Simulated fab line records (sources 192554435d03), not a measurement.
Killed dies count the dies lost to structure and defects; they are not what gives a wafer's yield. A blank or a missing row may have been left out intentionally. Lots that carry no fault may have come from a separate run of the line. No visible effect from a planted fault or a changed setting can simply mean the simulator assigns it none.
fab line records    flow n5-finfet
record lots=7  wafers=21
route steps=1938 shown BEOL_M13@1659 BEOL_M14@1722
start-h: hours from the record's first day to the start of the lot's first wafer shown    wait-h: hours since the lot's step before    " same as the row above    L1.1+2: a single row standing in for several wafers    - value missing, or start not given    * or withheld: withheld    < > ~ a bound
route shown NAME@n: names a module that has steps shown in the file, with the first one's number in the route    usual: mean/standard deviation of fault-free wafers    same: alike in all rows    chamber/n: place in a boat    sites: per-site readings    _std_site: the standard deviation of these    _edge_site: outer sites' mean less inner sites'    radius-mm: for every site, how far away it sits from the centre of the wafer    mask NAME#n: copy n    behind: the tool/chamber that last shaped the wafer    hold: why the lot went on hold/how many hours it stayed there/how the hold came to an end    device: whichever transistor did not switch (one of n, p or np)    end of line: the same wafers' tests at the end of the route    for a step that has no rows: nothing shown but its recipe    killed: the dies lost at the first sort to structure and to defects; this is not the yield of the wafer    map: per-die view of a wafer (x killed, . not killed, _ where there is no die)
set.NAME: the setting as run; set.NAME@STEP: as run at that earlier step    model.NAME: the simulator's own value behind a step, which no gauge read
lots run with intentionally changed settings; tables by step, rows by wafer
## steps
# step N5_BEOL_M13_ILD_DEP_00
# recipe material=SiOC  target-thk-a=8379.2  temp-c=350  precursor=DEMS/O2  pressure-torr=5  rf-w=500  time-s=166.4
lot.wafer  tool      chamber  start-h  wait-h  set.time-s  model.SiOC_of_BEOL_M13_ILD_DEP_00.thk-nm
L074.1     pecvd-02  0        218.63   0.0     166.4       833.2
L074.2     "         1        "        "       166.4       829.8
L074.3     "         2        "        "       166.4       819.2
L076.1     pecvd-02  2        243.12   0.0     166.4       836
L076.2     "         0        "        "       150.7       763.8
L076.6     "         1        "        "       150.7       777.8
L083.3     pecvd-02  0        286.86   0.0     166.4       827.2
L083.4     "         1        "        "       166.4       842.4
L083.5     "         0        "        "       166.4       838.4
L089.1     pecvd-01  2        323.41   0.0     166.4       829
L089.4     "         1        "        "       166.4       834
L089.5     "         2        "        "       166.4       843
L092.1     pecvd-01  2        345.48   0.0     166.4       838.2
L092.4     "         0        "        "       156.9       786.4
L092.6     "         2        "        "       166.4       847
L095.1     pecvd-01  0        367.47   0.0     158.5       783.6
L095.3     "         1        "        "       166.4       826.8
L095.4     "         0        "        "       158.5       790.8
L096.2     pecvd-01  2        380.49   0.0     166.4       842.6
L096.4     "         1        "        "       147.3       749.4
L096.5     "         2        "        "       147.3       749.2
# step N5_BEOL_M13_THK_MEAS_01
# recipe reads=SiOC_of_BEOL_M13_ILD_DEP_00
# usual M13_ILD_THK=841/10
lot.wafer  tool           chamber  start-h  wait-h  set.time-s@BEOL_M13_ILD_DEP_00  M13_ILD_THK[nm]
L074.1     film-metro-01  -        218.78   0.1     166.4                           832
L074.2     "              -        "        "       166.4                           830
L074.3     "              -        "        "       166.4                           820
L076.1     film-metro-01  -        243.27   0.1     166.4                           836
L076.2     "              -        "        "       150.7                           763
L076.6     "              -        "        "       150.7                           777
L083.3     film-metro-02  -        287.02   0.1     166.4                           827
L083.4     "              -        "        "       166.4                           842
L083.5     "              -        "        "       166.4                           839
L089.1     film-metro-02  -        323.57   0.1     166.4                           830
L089.4     "              -        "        "       166.4                           834
L089.5     "              -        "        "       166.4                           843
L092.1     film-metro-02  -        345.63   0.1     166.4                           839
L092.4     "              -        "        "       156.9                           787
L092.6     "              -        "        "       166.4                           847
L095.1     film-metro-01  -        367.62   0.1     158.5                           783
L095.3     "              -        "        "       166.4                           826
L095.4     "              -        "        "       158.5                           790
L096.2     film-metro-02  -        380.64   0.1     166.4                           843
L096.4     "              -        "        "       147.3                           749
L096.5     "              -        "        "       147.3                           749
# step N5_BEOL_M13_COAT_58
# recipe resist=BARC  temp-c=205  time-s=60  spin-rpm=1500  resist-thk-nm=89
# step N5_BEOL_M13_COAT_04
# recipe spin-rpm=1625  resist-thk-nm=400
# step N5_BEOL_M13_DESCUM_15
# recipe chemistry=O2  time-s=7.9  source-power-w=50  bias-power-w=20  pressure-mtorr=20  rf-frequency-hz=2.712e+07  temp-c=40  o2-flow-sccm=225
# step N5_BEOL_M13_ETCH_59
# recipe chemistry=N2/H2  target=BARC  target-depth-a=890  overetch-a=267  time-s=67.9  ion-energy-ev=200  pressure-mtorr=30  source-w=840  bias-w=150  n2-flow-sccm=200  h2-flow-sccm=200
# step N5_BEOL_M13_VIA_ETCH_16
# recipe chemistry=C4F8/O2/Ar  target=SiOC  pressure-mtorr=30  source-w=3000  bias-w=700  Ar_flow_sccm=400  C4F8_flow_sccm=15  O2_flow_sccm=8  he-inner-torr=15  he-outer-torr=30  target-depth-a=9217  time-s=withheld  ion-energy-ev=250  ends=cleared
lot.wafer  tool         chamber  start-h  wait-h  set.time-s@BEOL_M13_ILD_DEP_00  model.etch.depth-nm  model.coat_of_BEOL_M13_COAT_04.thk-nm
L074.1     rie-diel-03  3        219.26   0.0     *                               833.2                68.4
L074.2     "            1        "        "       *                               829.7                72.2
L074.3     "            2        "        "       *                               819.2                76
L076.1     rie-diel-03  2        243.92   0.0     *                               836                  72.4
L076.2     "            1        "        "       *                               763.7                92.8
L076.6     "            1        "        "       *                               777.8                87.8
L083.3     rie-diel-04  0        287.62   0.0     *                               827.1                75
L083.4     "            3        "        "       *                               842.4                69.2
L083.5     "            0        "        "       *                               838.3                71.2
L089.1     rie-diel-04  1        327.67   0.0     *                               829                  75.6
L089.4     "            3        "        "       *                               833.9                72.8
L089.5     "            1        "        "       *                               843                  72.2
L092.1     rie-diel-03  0        346.11   0.0     *                               838.2                68.8
L092.4     "            3        "        "       *                               786.5                83.6
L092.6     "            0        "        "       *                               847.1                65.4
L095.1     rie-diel-04  3        368.49   0.0     *                               783.7                86.2
L095.3     "            2        "        "       *                               826.8                71.4
L095.4     "            0        "        "       *                               790.8                80.6
L096.2     rie-diel-04  3        381.24   0.0     *                               842.5                68
L096.4     "            1        "        "       *                               749.4                98
L096.5     "            3        "        "       *                               749.2                97
# step N5_BEOL_M13_STRIP_63
# recipe chemistry=N2/H2  power-w=1000  temp-c=250  h2-frac=0.65  overash-fraction=0.3  pressure-mtorr=1000  n2-flow-sccm=1750  h2-flow-sccm=3250
# usual strip-time-to-endpoint-s=27.3/1.1
lot.wafer  tool             chamber  start-h  wait-h  set.time-s@BEOL_M13_ILD_DEP_00  strip-time-to-endpoint-s
L074.1     plasma-asher-01  1        219.50   -       166.4                           27.2
L074.2     "                0        "        "       166.4                           28.3
L074.3     "                0        "        "       166.4                           29.4
L076.1     plasma-asher-02  0        244.16   -       166.4                           28.4
L076.2     "                1        "        "       150.7                           34.2
L076.6     "                1        "        "       150.7                           32.8
L083.3     plasma-asher-02  1        287.87   -       166.4                           29.1
L083.4     "                0        "        "       166.4                           27.4
L083.5     "                0        "        "       166.4                           28.1
L089.1     plasma-asher-02  0        327.91   -       166.4                           29.3
L089.4     "                1        "        "       166.4                           28.5
L089.5     "                1        "        "       166.4                           28.3
L092.1     plasma-asher-01  0        346.35   -       166.4                           27.3
L092.4     "                0        "        "       156.9                           31.6
L092.6     "                0        "        "       166.4                           26.3
L095.1     plasma-asher-02  0        368.73   -       158.5                           32.3
L095.3     "                0        "        "       166.4                           28.1
L095.4     "                1        "        "       158.5                           30.8
L096.2     plasma-asher-02  1        381.48   -       166.4                           27.1
L096.4     "                0        "        "       147.3                           35.6
L096.5     "                1        "        "       147.3                           35.4
# step N5_BEOL_M13_STRIP_64
# recipe chemistry=N2/H2  power-w=1000  temp-c=250  h2-frac=0.65  overash-fraction=0.3  pressure-mtorr=withheld  n2-flow-sccm=1750  h2-flow-sccm=3250
# step N5_BEOL_M13_STRIP_71
# recipe chemistry=post-etch-residue-remover  time-s=60  temp-c=25  remover-ph=withheld  remover-water-wt-pct=withheld  remover-fluoride-wt-pct=withheld
# step N5_BEOL_M13_STRIP_37
# recipe chemistry=N2/H2  power-w=1000  temp-c=250  h2-frac=0.65  overash-fraction=0.3  pressure-mtorr=withheld  n2-flow-sccm=1750  h2-flow-sccm=3250
# step N5_BEOL_M13_ETCH_38
# recipe chemistry=CF4/N2  target=SiCN  target-depth-a=675  taper-deg=2  time-s=71.9  ion-energy-ev=150  mask-material=SiO2  pressure-mtorr=40  source-w=430  bias-w=70  Ar_flow_sccm=100  cf4-flow-sccm=60  n2-flow-sccm=60
lot.wafer  tool         chamber  start-h  wait-h  set.time-s@BEOL_M13_ILD_DEP_00  model.SiOC_of_BEOL_M13_ILD_DEP_00.thk-nm
L074.1     rie-diel-04  3        221.60   -       166.4                           784.8
L074.2     "            1        "        "       166.4                           782.6
L074.3     "            0        "        "       166.4                           770
L076.1     rie-diel-04  1        245.67   -       166.4                           789.2
L076.2     "            0        "        "       150.7                           714
L076.6     "            3        "        "       150.7                           729.4
L083.3     rie-diel-03  2        294.20   -       166.4                           779.2
L083.4     "            3        "        "       166.4                           792.6
L083.5     "            3        "        "       166.4                           788
L089.1     rie-diel-03  0        332.35   -       166.4                           779.2
L089.4     "            1        "        "       166.4                           785
L089.5     "            1        "        "       166.4                           793.8
L092.1     rie-diel-05  0        347.82   -       166.4                           790.2
L092.4     "            1        "        "       156.9                           740
L092.6     "            2        "        "       166.4                           798.8
L095.1     rie-diel-05  1        371.06   -       158.5                           737.2
L095.3     "            0        "        "       166.4                           779.4
L095.4     "            2        "        "       158.5                           742.4
L096.2     rie-diel-04  1        384.04   -       166.4                           796
L096.4     "            2        "        "       147.3                           699.2
L096.5     "            1        "        "       147.3                           702.6
# step N5_BEOL_M13_DEP_53
# recipe material=SiCN  target-thk-a=500  temp-c=withheld  precursor=3MS/NH3  pressure-torr=3  rf-w=675  time-s=17.8
lot.wafer  tool      chamber  start-h  wait-h  set.time-s  model.SiCN_of_BEOL_M13_DEP_53.thk-nm
L074.1     pecvd-01  1        223.31   0.0     17.8        49.4
L074.2     "         0        "        "       17.8        49.8
L074.3     "         1        "        "       16.38       45.6
L076.1     pecvd-03  1        248.49   0.0     17.8        50.4
L076.2     "         2        "        "       17.8        50
L076.6     "         0        "        "       18.52       53
L083.3     pecvd-01  2        295.62   0.0     17.8        49
L083.4     "         0        "        "       17.8        50.6
L083.5     "         1        "        "       17.8        50.8
L089.1     pecvd-02  0        334.06   0.0     17.8        50.2
L089.4     "         1        "        "       17.8        50
L089.5     "         0        "        "       17.8        50.4
L092.1     pecvd-03  0        349.59   0.0     17.8        50.4
L092.4     "         0        "        "       17.8        51
L092.6     "         1        "        "       18.89       54.2
L095.1     pecvd-02  0        372.78   0.0     17.8        49.8
L095.3     "         1        "        "       17.8        49.4
L095.4     "         1        "        "       15.43       43.6
L096.2     pecvd-03  2        386.31   0.0     17.8        48.6
L096.4     "         0        "        "       19.37       54.4
L096.5     "         0        "        "       19.37       54.2
# step N5_BEOL_M14_EXPOSE_07
# recipe mask-id=V13  na=0.8  source-shape=annular  sigma-inner=0.5  sigma-outer=0.8  polarization=unpolarized  attpsm-phase-deg=180  dose-mj=57
lot.wafer   tool            chamber  start-h  wait-h  mask   set.dose-mj
L074.1+2+3  krf-scanner-02  0        223.98   -       V13#0  60.77
L076.1+2    krf-scanner-01  0        248.94   -       V13#0  57
L076.6      "               0        "        "       V13#0  59.1
L083.3      krf-scanner-01  0        296.21   -       V13#0  57
L083.4+5    "               0        "        "       V13#0  59.21
L089.1+4+5  krf-scanner-02  0        334.59   -       V13#0  57
L092.1      krf-scanner-02  0        350.05   -       V13#0  58.84
L092.4+6    "               0        "        "       V13#0  57
L095.1      krf-scanner-02  0        373.35   -       V13#0  57
L095.3+4    "               0        "        "       V13#0  58.11
L096.2+5    krf-scanner-01  0        386.91   -       V13#0  57
L096.4      "               0        "        "       V13#0  53.63
# step N5_BEOL_M14_PEB_08
# recipe peb-temp-c=130  peb-time-s=90
# step N5_BEOL_M14_DEVELOP_09
# recipe develop-time-s=45  rinse-liquid=diw  dry=air-spin  dev-temp-c=21
# step N5_BEOL_M14_HARDBAKE_14
# recipe temp-c=130  time-s=120
# step N5_BEOL_M14_CD_MEAS_10
# recipe target-cd-nm=250  landing-energy-ev=500  detector=se-inlens  polarity=opening
# usual cd-nm=250.2/1.9
lot.wafer  tool       chamber  start-h  wait-h  set.dose-mj@BEOL_M14_EXPOSE_07  cd-nm
L074.1     cd-sem-01  0        224.16   -       60.77                           260.0
L074.2     "          0        "        "       60.77                           262.4
L074.3     "          0        "        "       60.77                           261.2
L076.1     cd-sem-02  0        249.12   -       57                              248.9
L076.2     "          0        "        "       57                              249.7
L076.6     "          0        "        "       59.1                            255.6
L083.3     cd-sem-01  0        296.38   -       57                              254.4
L083.4     "          0        "        "       59.21                           262.6
L083.5     "          0        "        "       59.21                           261.7
L089.1     cd-sem-02  0        334.76   -       57                              248.4
L089.4     "          0        "        "       57                              250.9
L089.5     "          0        "        "       57                              251.9
L092.1     cd-sem-03  0        350.23   -       58.84                           255.7
L092.4     "          0        "        "       57                              250.2
L092.6     "          0        "        "       57                              252.1
L095.1     cd-sem-03  0        373.53   -       57                              247.3
L095.3     "          0        "        "       58.11                           251.7
L095.4     "          0        "        "       58.11                           251.0
L096.2     cd-sem-01  0        387.08   -       57                              249.5
L096.4     "          0        "        "       53.63                           237.4
L096.5     "          0        "        "       57                              248.3
# step N5_BEOL_M14_STRIP_71
# recipe chemistry=post-etch-residue-remover  time-s=60  temp-c=25  remover-ph=withheld  remover-water-wt-pct=withheld  remover-fluoride-wt-pct=withheld
# step N5_BEOL_M14_SRD_72
# recipe time-s=30  temp-c=23  rinse-liquid=diw  dry=n2-spin  spin-rpm=1500  dry-time-s=30
# step N5_BEOL_M14_CD_MEAS_17
# recipe target-cd-nm=250  polarity=opening
# usual cd-nm=251.0/2.1
lot.wafer  tool       chamber  start-h  wait-h  set.dose-mj@BEOL_M14_EXPOSE_07  cd-nm
L074.1     cd-sem-02  -        224.70   0.0     60.77                           260.6
L074.2     "          -        "        "       60.77                           263.4
L074.3     "          -        "        "       60.77                           261.1
L076.1     cd-sem-01  -        249.73   0.0     57                              250.3
L076.2     "          -        "        "       57                              251.7
L076.6     "          -        "        "       59.1                            256.5
L083.3     cd-sem-02  -        296.90   0.0     57                              254.1
L083.4     "          -        "        "       59.21                           265.0
L083.5     "          -        "        "       59.21                           262.1
L089.1     cd-sem-03  -        335.28   0.0     57                              248.4
L089.4     "          -        "        "       57                              251.9
L089.5     "          -        "        "       57                              252.4
L092.1     cd-sem-03  -        350.75   0.0     58.84                           256.4
L092.4     "          -        "        "       57                              248.9
L092.6     "          -        "        "       57                              252.8
L095.1     cd-sem-02  -        374.05   0.0     57                              247.4
L095.3     "          -        "        "       58.11                           250.8
L095.4     "          -        "        "       58.11                           252.5
L096.2     cd-sem-01  -        387.61   0.0     57                              249.9
L096.4     "          -        "        "       53.63                           238.4
L096.5     "          -        "        "       57                              249.7
# step N5_BEOL_M14_COAT_66
# recipe resist=SiARC  temp-c=220  time-s=60  spin-rpm=1500  resist-thk-nm=110
lot.wafer   tool            chamber  start-h  wait-h  set.spin-rpm  model.SiARC_of_BEOL_M14_COAT_66.thk-nm
L074.1+2+3  litho-track-03  0        -        -       1500          110.8
L076.1      litho-track-03  0        -        -       1500          110.2
L076.2      "               0        "        "       1665          104
L076.6      "               0        "        "       1665          104.2
L083.3      litho-track-04  0        -        -       1500          109.6
L083.4      "               0        "        "       1500          109.4
L083.5      "               0        "        "       1500          110.2
L089.1      litho-track-05  0        -        -       1500          110
L089.4      "               0        "        "       1500          109.8
L089.5      "               0        "        "       1500          109.6
L092.1      litho-track-04  0        -        -       1500          110.6
L092.4      "               0        "        "       1500          110.2
L092.6      "               0        "        "       1347          116.8
L095.1      litho-track-03  0        -        -       1500          111
L095.3      "               0        "        "       1500          110.6
L095.4      "               0        "        "       1443          112.6
L096.2      litho-track-05  0        -        -       1426          112.6
L096.4      "               0        "        "       1500          110
L096.5      "               0        "        "       1426          112.8
## key
split step=N5_BEOL_M13_ILD_DEP_00  setting=time-s  stated=166.4  by=wafer
response step=N5_BEOL_M13_ILD_DEP_00  reading=model.SiOC_of_BEOL_M13_ILD_DEP_00.thk-nm  change=+7.96  per=1%  r=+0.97
response step=N5_BEOL_M13_THK_MEAS_01  reading=M13_ILD_THK  change=+7.99  per=1%  r=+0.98
response step=N5_BEOL_M13_VIA_ETCH_16  reading=model.etch.depth-nm  change=+7.95  per=1%  r=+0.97
response step=N5_BEOL_M13_VIA_ETCH_16  reading=model.coat_of_BEOL_M13_COAT_04.thk-nm  change=-2.39  per=1%  r=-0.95
response step=N5_BEOL_M13_STRIP_63  reading=strip-time-to-endpoint-s  change=*  per=1%  r=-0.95
response step=N5_BEOL_M13_ETCH_38  reading=model.SiOC_of_BEOL_M13_ILD_DEP_00.thk-nm  change=+8.07  per=1%  r=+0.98
split step=N5_BEOL_M13_DEP_53  setting=time-s  stated=17.8  by=wafer
response step=N5_BEOL_M13_DEP_53  reading=model.SiCN_of_BEOL_M13_DEP_53.thk-nm  change=+0.523  per=1%  r=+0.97
split step=N5_BEOL_M14_EXPOSE_07  setting=dose-mj  stated=57  by=wafer
response step=N5_BEOL_M14_CD_MEAS_10  reading=cd-nm  change=+1.85  per=1%  r=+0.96
response step=N5_BEOL_M14_CD_MEAS_17  reading=cd-nm  change=+1.93  per=1%  r=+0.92
split step=N5_BEOL_M14_COAT_66  setting=spin-rpm  stated=1500  by=wafer
response step=N5_BEOL_M14_COAT_66  reading=model.SiARC_of_BEOL_M14_COAT_66.thk-nm  change=-0.578  per=1%  r=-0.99
